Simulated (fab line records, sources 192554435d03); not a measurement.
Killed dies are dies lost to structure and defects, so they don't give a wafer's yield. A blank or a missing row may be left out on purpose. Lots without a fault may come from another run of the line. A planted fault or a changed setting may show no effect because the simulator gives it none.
fab line records | flow n5_finfet
record lots=5 wafers=15 last_day=17
route steps=1938 shown BEOL_M7@1299 PASSIVATION@1936
lots that met no fault: from a run of the same line without faults
start_h: hours from the record's first day to the start of the lot's first wafer shown | wait_h: hours since the lot's step before | " the same as in the row above | L1.1+2: a row that stands for several wafers | - no value, or no start given | * or withheld: withheld | < > ~ a bound
route shown NAME@n: a module of which the file shows steps, and the number in the route of the first | usual: mean/standard deviation of fault-free wafers | same: alike in all rows | chamber/n: place in a boat | sites: the reading at each site | _std_site: their standard deviation | _edge_site: outer sites' mean less inner sites' | radius_mm: how far each site lies from the wafer's centre | mask NAME#n: copy n | behind: the tool/chamber that last shaped the wafer | hold: why the lot was held/for how many hours/how that ended | device: the transistor (n, p or np) that didn't switch | end of line: the same wafers' tests at the end of the route | a step without rows: its recipe alone | killed: dies lost to structure and defects at the first sort, not the wafer's yield | map: a wafer's dies, x killed, . not, _ none there
set.NAME: the setting as run; set.NAME@STEP: as run at that earlier step | model.NAME: the simulator's own value behind a step, which no gauge read
lots at some steps of the route; a table a step, a row a wafer
services: from which hour (start_h, from the record's first day; less than 0 if before it) a tool's chamber was out of use, for how many hours, and why
## steps
# step N5_BEOL_M7_DESCUM_33
# recipe chemistry=O2 time_s=7 source_power_w=50 bias_power_w=20 pressure_mtorr=20 rf_frequency_hz=2.712e+07 temp_c=40 resist=CAR-EUV o2_flow_sccm=225
# step N5_BEOL_M7_ETCH_72
# recipe chemistry=N2/H2 target=underlayer target_depth_a=65 mask_material=CAR-EUV time_s=5.2 ion_energy_ev=200 pressure_mtorr=30 source_w=840 bias_w=150 n2_flow_sccm=200 h2_flow_sccm=200 ends=cleared
# step N5_BEOL_M7_ETCH_65
# recipe chemistry=CF4 target=SiARC target_depth_a=156 mask_material=CAR-EUV time_s=26 ion_energy_ev=80 pressure_mtorr=40 source_w=545 bias_w=36 Ar_flow_sccm=100 cf4_flow_sccm=100 ends=cleared
# step N5_BEOL_M7_ETCH_66
# recipe chemistry=N2/H2 target=SOC target_depth_a=800 overetch_a=160 mask_material=SiARC temp_c=40 time_s=120 ion_energy_ev=200 pressure_mtorr=30 source_w=840 bias_w=150 n2_flow_sccm=200 h2_flow_sccm=200
# step N5_BEOL_M7_STRIP_69
# recipe chemistry=N2/H2 temp_c=40 n2_flow_sccm=200 h2_flow_sccm=200 rf_frequency_hz=6e+07
# step N5_BEOL_M7_STRIP_73
# recipe chemistry=N2/H2 temp_c=40 n2_flow_sccm=200 h2_flow_sccm=200 rf_frequency_hz=6e+07
# step N5_BEOL_M7_VIA_ETCH_34
# recipe chemistry=C4F6/O2 target=SiCOH_lowk target_depth_a=1255 mask_material=SOC taper_deg=4 time_s=50.5 ion_energy_ev=250 pressure_mtorr=30 source_w=345 bias_w=185 Ar_flow_sccm=300 C4F6_flow_sccm=10 O2_flow_sccm=10
# step N5_BEOL_M7_STRIP_76
# recipe chemistry=C4F6/O2 resist=SiARC rf_frequency_hz=6e+07
# step N5_BEOL_M7_STRIP_36
# recipe chemistry=N2/H2 power_w=450 temp_c=40 pressure_mtorr=20 rf_frequency_hz=6e+07 overash_fraction=0.3 bias_power_w=7 h2_frac=0.5 n2_flow_sccm=200 h2_flow_sccm=200
# step N5_BEOL_M7_TRENCH_ETCH_37
# recipe chemistry=C4F6/O2 target_depth_a=934.78 target=SiCOH_lowk time_s=31.2 ion_energy_ev=250 pressure_mtorr=30 source_w=345 bias_w=185 Ar_flow_sccm=300 C4F6_flow_sccm=10 O2_flow_sccm=10
# usual C4F6_flow_sccm=10.00/0.032 bias_w=185.1/0.55 drypump_motor_current_A=5.5/0.52 oes_product_au=0.76/0.068 rf_vpp_V=664/6.1 showerhead_plenum_p_Torr=2.82/0.12 throttle_valve_pct=20.84/0.2
# columns lot.wafer tool chamber start_h wait_h C4F6_flow_sccm bias_w drypump_motor_current_A oes_product_au rf_hours_counter_h rf_vpp_V showerhead_plenum_p_Torr throttle_valve_pct model.etch.depth_nm model.BEOL_M7.feature_depth_nm
L721.1 rie_diel-02 3 244.23 - 9.98 185.8 5.9 0.75 160 668 2.85 20.87 92.31 92.4
L721.3 " 0 " " 10.09 185.3 5.2 0.84 66 669 3.00 20.60 93.48 93.4
L721.6 " 3 " " 9.98 185.5 5.9 0.75 - 668 2.85 20.89 92.55 92.6
L731.3 rie_diel-02 0 302.81 - 9.91 164.7 5.3 0.80 83 605 2.99 20.62 89.95 90
L731.4 " 1 " " 10.02 164.0 6.3 0.74 185 595 2.71 20.75 89.91 90
L731.6 " 0 " " 9.95 163.5 5.2 0.80 - 605 2.99 20.64 90.12 90.2
L729.1 rie_diel-02 0 303.21 - 10.02 163.7 5.3 0.80 84 608 2.99 20.62 89.37 89.4
L729.4 " 1 " " 10.00 163.3 6.3 0.73 186 598 2.72 20.73 88.67 88.6
L729.6 " 0 " " 10.04 163.6 5.3 0.80 - 608 2.99 20.63 89.48 89.4
L730.1 rie_diel-02 2 307.38 - 10.03 164.0 5.1 0.70 199 601 2.71 20.88 89.24 89.2
L730.3 " 3 " " 10.00 163.2 5.9 0.72 177 606 2.84 20.90 89.5 89.6
L730.5 " 1 " " 10.05 164.2 6.2 0.73 - 597 2.71 20.73 89.12 89.2
L733.2 rie_diel-06 1 331.72 - 10.06 184.5 5.0 0.73 195 651 2.72 21.00 92.79 92.8
L733.4 " 0 " " 10.00 185.6 5.5 0.69 205 679 2.83 21.34 92.1 92
L733.6 " 1 " " 9.97 184.5 5.0 0.73 - 653 2.72 21.01 93.49 93.4
# step N5_BEOL_M7_ETCH_41
# recipe chemistry=CH3F/O2 target=SiCN target_depth_a=319 taper_deg=2 time_s=57.8 ion_energy_ev=120 mask_material=TiN pressure_mtorr=30 source_w=395 bias_w=75 Ar_flow_sccm=150 CH3F_flow_sccm=30 O2_flow_sccm=20
# step N5_BEOL_M7_STRIP_80
# recipe chemistry=N2/H2 time_s=10 power_w=450 temp_c=40 pressure_mtorr=20 rf_frequency_hz=6e+07 bias_power_w=7 n2_flow_sccm=200 h2_flow_sccm=200
# step N5_BEOL_M7_OCD_MEAS_38
# usual trench_depth_nm=93.1/0.88
# columns lot.wafer tool chamber start_h wait_h trench_depth_nm
L721.1 ocd-01 - 244.39 - 93.0
L721.3 " - " " 93.1
L721.6 " - " " 92.2
L731.3 ocd-02 - 302.97 - 89.9
L731.4 " - " " 90.4
L731.6 " - " " 90.2
L729.1 ocd-01 - 303.36 - 89.4
L729.4 " - " " 88.4
L729.6 " - " " 90.0
L730.1 ocd-02 - 307.53 - 89.7
L730.3 " - " " 89.8
L730.5 " - " " 89.3
L733.2 ocd-02 - 331.87 - 93.0
L733.4 " - " " 92.6
L733.6 " - " " 93.9
# step N5_BEOL_M7_HM_STRIP_39
# recipe chemistry=peroxide_tin_strip material=TiN target_depth_a=250 temp_c=50 time_s=158
# step N5_BEOL_M7_SRD_40
# recipe time_s=30 temp_c=23 rinse_liquid=diw dry=ipa_marangoni
# step N5_BEOL_M7_PRECLEAN_42
# recipe chemistry=residue_remover time_s=60 temp_c=40
# step N5_BEOL_M7_SRD_43
# recipe time_s=30 temp_c=23 rinse_liquid=diw dry=ipa_marangoni
# step N5_BEOL_M7_CURE_75
# recipe temp_c=370 time_s=120 ambient=DMADMS/He material=SiCOH_lowk
# step N5_BEOL_M7_DEGAS_44
# recipe ambient=vacuum temp_c=250 time_s=60
# step N5_BEOL_M7_PRE_CLEAN_45
# recipe gas=H2/He time_s=30 temp_c=250
# step N5_BEOL_M7_ALD_77
# recipe material=TaN target_thk_a=20 temp_c=275 ald_precursor_family=PDMAT ald_co_reactant=NH3 pressure_torr=3 carrier_flow_sccm=1500 pulse_time_s=2 purge_time_s=3 co_reactant_purge_time_s=2 co_reactant_pulse_time_s=3 ald_cycles=40 precursor_vessel_temp_c=75 precursor_vessel_pressure_torr=26.25 precursor_vessel_carrier_sccm=1000
# step N5_BEOL_M7_SURFACE_TREAT_79
# recipe gas=Ar time_s=* ion_energy_ev=* ion_current_ma_cm2=0.5 pressure_mtorr=* ar_flow_sccm=30
# step N5_BEOL_M7_CVD_78
# recipe material=Co target_thk_a=20 temp_c=withheld precursor=CCTBA/H2 pressure_torr=30 time_s=142.3
# step N5_BEOL_M7_SPUTTER_48
# recipe material=Cu target_thk_a=100 temp_c=-20 bias_v=60 power_w=26000 chamber_pressure_pa=0.13 time_s=1.667
# step N5_BEOL_M7_ECD_50
# recipe material=Cu target_thk_a=3000
# step N5_BEOL_M7_ANNEAL_51
# recipe temp_c=225 time_s=90 ambient=N2
# step N5_BEOL_M7_CMP_52
# recipe stop_on=SiCOH_lowk t_overpolish_s=6.9 down_force_psi=1 platen_rpm=50 clearing_platen_down_force_psi=1.5 clearing_platen_rpm=50 post_cmp_clean=cu_alkaline target_thk_nm=80 clearing_platen_pad_velocity_m_s=0.99484 pad_velocity_m_s=0.99484
# usual barrier_field_endpoint_s=28.9/0.69 motor_current_A=6.0/0.69 overpolish_run_s=6.899/0.0086 platen_rpm=50.00/0.033 time_to_endpoint_s=63.2/2.6
# columns lot.wafer tool chamber start_h wait_h barrier_field_endpoint_s motor_current_A overpolish_run_s platen_rpm time_to_endpoint_s model.Cu_of_BEOL_M7_ECD_50.thk_nm
L721.1 cmp-04 2 247.63 0.3 28.0 7.1 6.893 50.01 60.2 77.4
L721.3 " 0 " " 28.6 5.7 6.908 49.97 64.0 80.2
L721.6 " 2 " " 29.2 6.7 6.875 49.99 64.3 78.8
L731.3 cmp-01 2 305.15 0.2 28.8 5.6 6.897 49.93 65.6 77.8
L731.4 " 3 " " 29.4 6.6 6.905 50.01 69.2 77.2
L731.6 " 3 " " 30.0 6.6 6.902 50.02 69.3 77.6
L729.1 cmp-03 0 305.49 0.3 29.6 6.5 6.900 50.07 61.3 75.8
L729.4 " 1 " " 29.1 6.4 6.902 49.96 61.5 74.2
L729.6 " 3 " " 29.0 5.9 6.904 50.01 60.5 76.2
L730.1 cmp-01 3 310.56 0.3 28.4 6.5 6.891 49.93 64.3 77
L730.3 " 0 " " 28.1 5.3 6.903 49.99 64.5 77.2
L730.5 " 2 " " 28.1 6.1 6.910 49.99 62.4 77
L733.4 cmp-03 3 334.75 0.2 31.8 6.1 6.906 50.05 70.0 79.6
L733.2 " 0 " " 30.0 6.3 6.894 50.01 70.5 81
L733.6 " 2 " " 30.8 6.1 6.906 49.95 66.7 79.8
# step N5_BEOL_M7_PRE_CLEAN_55
# recipe gas=NH3 time_s=15 temp_c=withheld rf_power_w=300
# step N5_BEOL_M7_DEP_56
# recipe material=SiCN target_thk_a=100 temp_c=withheld precursor=3MS/NH3 pressure_torr=3 rf_w=202 time_s=17.5
# step N5_BEOL_M7_RS_MEAS_57
# recipe thk_meas_gauge=four-point-probe reads=Cu_of_BEOL_M7_ECD_50+Co_of_BEOL_M7_CVD_78+TaN_of_BEOL_M7_ALD_77
# usual M7_RS=0.287/0.0054
# columns lot.wafer tool chamber start_h wait_h M7_RS[ohm/sq]
L721.1 film_metro-01 - 248.01 0.1 0.298
L721.3 " - " " 0.285
L721.6 " - " " 0.292
L731.3 film_metro-01 - 305.58 0.1 0.297
L731.4 " - " " 0.298
L731.6 " - " " 0.296
L729.1 film_metro-02 - 305.84 0.1 0.305
L729.4 " - " " 0.312
L729.6 " - " " 0.302
L730.1 film_metro-02 - 310.91 0.1 0.298
L730.3 " - " " 0.298
L730.5 " - " " 0.299
L733.2 film_metro-01 - 335.13 0.1 0.281
L733.4 " - " " 0.287
L733.6 " - " " 0.286
# step N5_PASSIVATION_PROBE_49
# usual defect_limited_yield=91.2/1.4 killed_at_M0_to_M3=35/11 killed_at_M4_up=12/4.2 killed_at_contacts=13/5.6 killed_at_front_end=40/12 killed_at_other=3.3/2.6 killed_dies=103/17 killed_open=68/12 killed_short=34/7.6 sort_bin_5_function=5.1/0.95 sort_bin_6_memory=3.3/0.68 sort_n_pass=1077/17 sort_yield_pct=91.2/1.4
# same gross_dies=1180 killed_at_back_side=0 sort_bin_4_leakage[%]=0 sort_bin_8_speed[%]=0
# columns lot.wafer tool chamber start_h wait_h defect_limited_yield[%] killed_at_M0_to_M3 killed_at_M4_up killed_at_contacts killed_at_front_end killed_at_other killed_dies killed_open killed_short sort_bin_5_function[%] sort_bin_6_memory[%] sort_n_pass sort_yield_pct[%]
L731.3 prober-02 - 376.81 0.1 92.0 49 8 10 25 2 94 60 33 4.5 3.4 1086 92.0
L731.4 prober-02 - 376.86 0.2 89.1 47 9 12 58 3 129 88 40 6.5 4.0 1051 89.1
L731.6 prober-02 - 376.96 0.3 89.9 47 12 11 48 1 119 71 46 6.4 3.1 1061 89.9
L733.2 prober-02 - 414.47 0.1 92.4 19 16 12 42 1 90 61 27 4.6 2.7 1090 92.4
L733.4 prober-02 - 414.57 0.2 92.1 21 19 13 40 0 93 59 31 4.6 3.1 1087 92.1
L733.6 prober-02 - 414.67 0.3 92.6 19 20 12 35 1 87 69 15 4.2 3.0 1093 92.6
# killed by level:class
L731.3 BEOL_M0_SAQP:geometric_particle:open=13 BEOL_M0_SAQP:geometric_particle:short=11 MOL_CONTACT_COAG:geometric_particle:open=9 FIN_SAQP:geometric_particle:open=8 BEOL_M1:geometric_particle:open=8 BEOL_M3:geometric_particle:open=7 BEOL_M4:geometric_particle:open=5 FIN_SAQP:geometric_particle:short=4
L731.4 FIN_SAQP:geometric_particle:open=12 DUMMY_GATE:geometric_particle:open=12 STI_FIN_REVEAL:geometric_particle:open=10 BEOL_M0_SAQP:geometric_particle:open=10 BEOL_M0_SAQP:geometric_particle:short=10 MOL_CONTACT_COAG:geometric_particle:open=8 BEOL_M1:geometric_particle:open=8 BEOL_M3:geometric_particle:open=7
L731.6 BEOL_M0_SAQP:geometric_particle:short=17 STI_FIN_REVEAL:geometric_particle:open=14 BEOL_M0_SAQP:geometric_particle:open=13 FIN_SAQP:geometric_particle:open=8 MOL_CONTACT_COAG:geometric_particle:open=8 FIN_SAQP:geometric_particle:short=6 GATE_CUT:geometric_particle:short=6 BEOL_M2:geometric_particle:open=6
L733.2 MOL_CONTACT_COAG:geometric_particle:open=11 FIN_SAQP:geometric_particle:open=9 FIN_SAQP:geometric_particle:short=9 BEOL_M4:geometric_particle:open=8 STI_FIN_REVEAL:geometric_particle:open=6 BEOL_M2:geometric_particle:open=5 BEOL_M0_SAQP:geometric_particle:short=4 BEOL_M3:geometric_particle:open=3
L733.4 BEOL_M4:geometric_particle:open=14 FIN_SAQP:geometric_particle:short=12 MOL_CONTACT_COAG:geometric_particle:open=10 FIN_SAQP:geometric_particle:open=9 STARTING-WAFER:geometric_particle:short=5 BEOL_M0:geometric_particle:open=4 BEOL_M3:geometric_particle:open=4 DUMMY_GATE:geometric_particle:open=3
L733.6 FIN_SAQP:geometric_particle:open=11 BEOL_M4:geometric_particle:open=11 MOL_CONTACT_COAG:geometric_particle:open=10 BEOL_M2:geometric_particle:open=10 DUMMY_GATE:geometric_particle:open=9 BEOL_M3:geometric_particle:open=4 BEOL_M8:geometric_particle:open=3 STARTING-WAFER:geometric_particle:short=3
## services
# columns tool chamber start_h hours kind
rie_diel-06 3 247.21 - clean
rie_diel-06 3 247.21 - consumable_replace:focus_ring
rie_diel-06 3 247.21 - consumable_replace:showerhead
rie_diel-06 3 247.21 23.3 scheduled_down
rie_diel-06 3 247.21 23.3 vent_cycle
cmp-03 - 253.17 1.7 repair
rie_diel-02 3 292.71 8.2 repair
cmp-04 - 294.42 4.0 pm
cmp-04 - 298.42 - consumable_replace:conditioner
cmp-04 - 298.42 - consumable_replace:pad
rie_diel-02 2 316.58 4.0 repair
cmp-03 - 319.36 1.1 repair
cmp-04 - 330.52 2.3 repair
## key
first_sign step=N5_BEOL_M7_TRENCH_ETCH_37 reading=bias_w direction=down sigmas=39 usual=* struck=*
effect step=N5_BEOL_M7_TRENCH_ETCH_37 reading=rf_vpp_V direction=down sigmas=10 usual=664 struck=603
effect step=N5_BEOL_M7_OCD_MEAS_38 reading=trench_depth_nm direction=down sigmas=3.9 usual=93.1 struck=89.7
effect step=N5_BEOL_M7_RS_MEAS_57 reading=M7_RS direction=up sigmas=2.6 usual=0.287 struck=0.301
model_effect step=N5_BEOL_M7_TRENCH_ETCH_37 value=etch.depth_nm without=93.04 struck=89.48
model_effect step=N5_BEOL_M7_CMP_52 value=Cu_of_BEOL_M7_ECD_50.thk_nm without=80.27 struck=76.67
met_at N5_BEOL_M7_TRENCH_ETCH_37
struck_wafers L729.1,L729.4,L729.6,L730.1,L730.3,L730.5,L731.3,L731.4,L731.6
onset_between 244.23 302.81
fault kind=process_parameter_drift tool=rie_diel-02 chamber=- onset_h=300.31 steps=N5_BEOL_M7_TRENCH_ETCH_37 channel=bias_w offset=* shape=step end_h=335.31 acts_in=* stated=*
